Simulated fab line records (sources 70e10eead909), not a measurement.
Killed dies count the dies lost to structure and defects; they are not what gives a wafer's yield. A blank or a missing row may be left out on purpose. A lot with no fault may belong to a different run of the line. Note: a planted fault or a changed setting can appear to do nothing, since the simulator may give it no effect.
Which tool was responsible?	flow nand-harc	24 lots with 72 wafers sampled at 3 steps, on a route of 1302 steps

## WHAT THE GAUGES READ, wafer by wafer
NHARC_P_M1_THK_MEAS_24: measures by xrf.
lot	measured	on	thk-nm (nm)
L074	day 6 13:29	film-metro-01	158.8 157.7 158.7
L075	day 6 13:55	film-metro-02	155.3 158.9 157.5
L076	day 7 03:00	film-metro-01	158.2 157.9 156.8
L077	day 7 18:26	film-metro-02	157.9 156.6 157.2
L078	day 8 00:33	film-metro-02	155.3 158.6 156.9
L079	day 8 07:28	film-metro-02	156.9 158.2 154.2
L080	day 9 00:05	film-metro-02	160.8 158.2 161.1
L081	day 9 16:37	film-metro-02	156.9 155.8 157.0
L082	day 9 20:34	film-metro-02	160.3 156.4 157.5
L083	day 10 06:17	film-metro-01	160.4 158.8 160.8
L084	day 11 00:18	film-metro-01	157.5 154.1 157.1
L085	day 11 02:11	film-metro-02	160.5 159.5 158.5
L087	day 11 13:50	film-metro-02	159.0 161.5 158.7
L086	day 11 14:38	film-metro-01	158.7 156.6 156.2
L089	day 12 06:31	film-metro-02	157.0 156.4 156.1
L088	day 12 07:40	film-metro-01	158.5 160.0 160.1
L090	day 13 04:22	film-metro-02	156.5 159.9 159.7
L091	day 13 05:46	film-metro-01	158.4 159.4 157.8
L092	day 13 22:11	film-metro-01	156.4 158.5 156.5
L093	day 14 03:19	film-metro-02	159.7 155.5 158.2
L094	day 14 15:19	film-metro-02	157.3 158.3 157.0
L095	day 15 08:00	film-metro-01	157.2 156.2 158.8
L097	day 15 18:22	film-metro-02	159.5 154.6 158.2
L096	day 15 18:43	film-metro-01	158.6 154.4 158.3

## TOOL THAT RAN EACH LOT (tool first, then ch and the chambers of the sampled wafers, then the start)
lot	NHARC_P_M0_CMP_23	NHARC_P_M1_PRE_CLEAN_30
L074	cmp-04 ch 1,2, day 6 09:09	pvd-sputter-03, day 6 13:29 or earlier
L075	cmp-01 ch 1,2,3, day 6 09:38	pvd-sputter-01, day 6 13:55 or earlier
L076	cmp-04 ch 0,2,3, day 6 22:28	pvd-sputter-03, day 7 03:00 or earlier
L077	cmp-04 ch 1,2, day 7 13:25	pvd-sputter-01, day 7 18:26 or earlier
L078	cmp-01 ch 0,2, day 7 20:04	pvd-sputter-01, day 8 00:33 or earlier
L079	cmp-01 ch 1,2, day 8 02:59	pvd-sputter-01, day 8 07:28 or earlier
L080	cmp-04 ch 1,2,3, day 8 19:48	pvd-sputter-03, day 9 00:05 or earlier
L081	cmp-01 ch 0,2, day 9 12:10	pvd-sputter-03, day 9 16:37 or earlier
L082	cmp-03 ch 0,1,3, day 9 16:16	pvd-sputter-01, day 9 20:34 or earlier
L083	cmp-03 ch 0,1,3, day 10 01:51	pvd-sputter-02, day 10 06:17 or earlier
L084	cmp-01 ch 0,1,2, day 10 19:44	pvd-sputter-01, day 11 00:18 or earlier
L085	cmp-03 ch 0,3, day 10 21:45	pvd-sputter-01, day 11 02:11 or earlier
L087	cmp-04 ch 0,1, day 11 09:11	pvd-sputter-01, day 11 13:50 or earlier
L086	cmp-04 ch 1,2,3, day 11 09:45	pvd-sputter-03, day 11 14:38 or earlier
L089	cmp-03 ch 1,2,3, day 12 02:02	pvd-sputter-01, day 12 06:31 or earlier
L088	cmp-03 ch 1,2,3, day 12 02:50	pvd-sputter-03, day 12 07:40 or earlier
L090	cmp-01 ch 1,2, day 12 23:55	pvd-sputter-01, day 13 04:22 or earlier
L091	cmp-04 ch 2,3, day 13 01:18	pvd-sputter-02, day 13 05:46 or earlier
L092	cmp-01 ch 0,1,2, day 13 17:43	pvd-sputter-03, day 13 22:11 or earlier
L093	cmp-03 ch 1,3, day 13 22:22	pvd-sputter-02, day 14 03:19 or earlier
L094	cmp-04 ch 1,2,3, day 14 10:44	pvd-sputter-01, day 14 15:19 or earlier
L095	cmp-03 ch 0,2,3, day 15 03:34	pvd-sputter-03, day 15 08:00 or earlier
L097	cmp-03 ch 0,1,2, day 15 14:02	pvd-sputter-01, day 15 18:22 or earlier
L096	cmp-04 ch 2,3, day 15 14:16	pvd-sputter-02, day 15 18:43 or earlier
- NHARC_P_M0_CMP_23: polishes, t overpolish 20 s, target thk 117.54 nm.
- NHARC_P_M1_PRE_CLEAN_30: time 30 s.

## AS READ BY THE TOOLS THEMSELVES (means over the sampled wafers that have a number; for cases with no such wafer, the mark the record gives instead)
NHARC_P_M0_CMP_23.
lot	tool	motor-current-A (A)	time-to-endpoint-s (s)
L074	cmp-04	10.9	27
L075	cmp-01	11.0	30
L076	cmp-04	12.5	29
L077	cmp-04	11.4	25
L078	cmp-01	11.1	27
L079	cmp-01	10.7	28
L080	cmp-04	11.7	27
L081	cmp-01	12.0	25
L082	cmp-03	12.1	27
L083	cmp-03	11.6	26
L084	cmp-01	11.2	28
L085	cmp-03	11.8	30
L087	cmp-04	12.8	34
L086	cmp-04	11.7	27
L089	cmp-03	11.9	23
L088	cmp-03	12.4	25
L090	cmp-01	10.9	31
L091	cmp-04	11.9	26
L092	cmp-01	11.4	29
L093	cmp-03	11.9	26
L094	cmp-04	11.4	23
L095	cmp-03	12.0	30
L097	cmp-03	12.0	29
L096	cmp-04	12.7	27

NHARC_P_M1_PRE_CLEAN_30.
lot	tool	heater-power-w (W)
L074	pvd-sputter-03	375
L075	pvd-sputter-01	424
L076	pvd-sputter-03	396
L077	pvd-sputter-01	411
L078	pvd-sputter-01	403
L079	pvd-sputter-01	423
L080	pvd-sputter-03	395
L081	pvd-sputter-03	391
L082	pvd-sputter-01	432
L083	pvd-sputter-02	424
L084	pvd-sputter-01	429
L085	pvd-sputter-01	420
L087	pvd-sputter-01	429
L086	pvd-sputter-03	376
L089	pvd-sputter-01	420
L088	pvd-sputter-03	386
L090	pvd-sputter-01	423
L091	pvd-sputter-02	442
L092	pvd-sputter-03	380
L093	pvd-sputter-02	441
L094	pvd-sputter-01	399
L095	pvd-sputter-03	380
L097	pvd-sputter-01	448
L096	pvd-sputter-02	470

## THE ANSWER, worked out from the rows above alone
Rule: what is usual is taken from the lots themselves. The widest of any qualifying gaps counts: lots, ordered by their means at a reading, are off when they make up no more than a third of the lots, leave a main group of 4 or more, and stand apart from it by 3 or more times the standard deviation of that group's means. A main group whose means are all the same, to the digits that the tables above print for the reading, isn't used. A lot without any number at a reading at which 4 lots or more have one is off too. Any other lot the step has rows for is counted as sound. After the gauges, taken in route order, come the tools' own readings; for these a lot's mean is taken, as printed above. At the first step where some lot is off, the reading lying furthest off is the one used; lots without a number count as furthest.
No lot is off at any reading shown: from this, nothing can be told.

## WHAT THE SIMULATOR HAD PUT IN
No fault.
